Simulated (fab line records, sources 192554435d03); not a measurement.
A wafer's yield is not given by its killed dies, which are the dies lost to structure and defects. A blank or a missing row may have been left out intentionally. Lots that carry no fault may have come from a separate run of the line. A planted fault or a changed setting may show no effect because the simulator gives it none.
Struck lot and sound lot, side by side -- flow n5Finfet -- 36 out of 1938 route steps
Sound: wafers L218.2, L218.4, L218.6. Wafers L219.1, L219.2, L219.3 were the ones struck. Last of all comes the cause.
Each step with rows lists, per side, the tool, then ch with its chambers, then its first start. Under that, the readings that differ: sound wafers -- struck wafers -- difference of the means -- sigmas: that difference in standard deviations of wafers without a fault.
alike: a reading whose means differ by less than 2 such deviations, as well as words and numbers matching on both sides. not compared: withheld readings; readings where some wafer has no value; bounds like >300 that might hide an equal value; numbers whose values overlap and for which the record gives no deviation.
The two part at a step that has a row with sigmas, a row that says differs or no value, or rows on one side only. When numbers do not overlap yet have no deviation, they are printed without sigmas and do not part them. A reading that every wafer of one side lacks parts them only if that side has two wafers or more.

first, 10 steps without rows for these wafers: N5_MOL_CONTACT_COAG_DESCUM_45 (chemistry O2, time 7 s); N5_MOL_CONTACT_COAG_ETCH_65 (etches underlayer in N2/H2, target depth 13 nm, time 10.4 s); N5_MOL_CONTACT_COAG_ETCH_66 (etches SiARC in CF4, target depth 13 nm, time 21.7 s); N5_MOL_CONTACT_COAG_ALD_133 (deposits SiO2, target thk 5 nm, pulse time 1 s, co reactant pulse time 1 s); N5_MOL_CONTACT_COAG_ETCHBACK_134 (etches SiO2 in CHF3, target depth 10 nm, time 6.7 s); N5_MOL_CONTACT_COAG_ETCH_67 (etches SOC in N2/H2, target depth 60 nm, overetch 21 nm, time 101.2 s); N5_MOL_CONTACT_COAG_STRIP_68 (strips in N2/H2); N5_MOL_CONTACT_COAG_STRIP_69 (strips in N2/H2); N5_MOL_CONTACT_COAG_ETCHBACK_136 (etches SiO2 in CHF3, target depth 25 nm, time 16.7 s); N5_MOL_CONTACT_COAG_STRIP_120 (strips in CHF3).
N5_MOL_CONTACT_COAG_VIA_ETCH_117: etches SiO2 in C4F6/O2, target depth 40 nm, overetch 8 nm, time 26 s.
  sound on rieDiel-04 ch 0,1,3, day 7 20:53; struck on rieDiel-04 ch 1,2,3, day 8 01:45
  alike: drypumpMotorCurrentA, oesProductAu, rfVppV, showerheadPlenumPTorr, throttleValvePct
  not compared: rfHoursCounterH
then, 24 steps without rows for these wafers: N5_MOL_CONTACT_COAG_ETCH_124 (etches SiNx in CH3F/O2, stops on SiOC, target depth 6.5 nm); N5_MOL_CONTACT_COAG_ETCH_48 (etches SiOC in C4F6/O2, target depth 15 nm, overetch 4.5 nm, time 17 s); N5_MOL_CONTACT_COAG_STRIP_72 (strips in N2/H2); N5_MOL_CONTACT_COAG_STRIP_49 (strips in N2/H2, time 30 s); N5_MOL_CONTACT_COAG_PRECLEAN_138 (cleans in alkaline clean, time 60 s); N5_MOL_CONTACT_COAG_SRD_139 (time 30 s); N5_MOL_CONTACT_COAG_PRE_CLEAN_121; N5_MOL_CONTACT_COAG_CVD_140 (deposits W, target thk 66.5 nm, time 215 s); N5_MOL_CONTACT_COAG_PRECLEAN_127 (cleans in DIW, time 57.5 s); N5_MOL_CONTACT_COAG_SRD_128 (dry time 32 s); N5_MOL_CONTACT_COAG_CMP_52 (polishes, stops on SiO2, t overpolish 1.5 s, target thk 66.5 nm); N5_MOL_CONTACT_COAG_ANNEAL_112 (time 1800 s); N5_BEOL_M0_SAQP_PECVD_00 (deposits SiCN from 3MS/NH3, target thk 8 nm, time 14 s); N5_BEOL_M0_SAQP_ILD_DEP_01 (deposits SiOC from DEMS/O2, target thk 45.419 nm, time 8.7 s); N5_BEOL_M0_SAQP_HM_DEP_02 (deposits TiN, target thk 12 nm); N5_BEOL_M0_SAQP_PECVD_03 (deposits SiCN from 3MS/NH3, target thk 12 nm, time 21.1 s); N5_BEOL_M0_SAQP_PECVD_96 (deposits a-Si from SiH4/He, target thk 45 nm, time 45.2 s); N5_BEOL_M0_SAQP_PECVD_97 (deposits SiNx from SiH4/NH3/N2, target thk 23 nm, time 19.9 s); N5_BEOL_M0_SAQP_PECVD_04 (deposits a-Si from SiH4/He, target thk 60 nm, time 60.2 s); N5_BEOL_M0_SAQP_HM_DEP_111 (deposits SiO2 from SiH4/N2O, target thk 12 nm, time 7.2 s); N5_BEOL_M0_SAQP_COAT_81 (time 60 s, resist thk 100 nm); N5_BEOL_M0_SAQP_COAT_82 (time 60 s, resist thk 30 nm); N5_BEOL_M0_SAQP_COAT_08 (resist thk 90 nm); N5_BEOL_M0_SAQP_EBR_10.
-- a jump in the record: the struck wafers' starts before and after are 10 days apart (it breaks off in module BEOL_M0_SAQP and resumes in module PASSIVATION, where the first step shown is number 1936 of the route) --
N5_PASSIVATION_PROBE_49:
  only the struck wafers here have rows in the record (prober-01, day 18 02:52); the sound ones have none

== WHERE THEY PART ==
N5_PASSIVATION_PROBE_49 only, going by this record.

WHY: whatever the simulator had introduced
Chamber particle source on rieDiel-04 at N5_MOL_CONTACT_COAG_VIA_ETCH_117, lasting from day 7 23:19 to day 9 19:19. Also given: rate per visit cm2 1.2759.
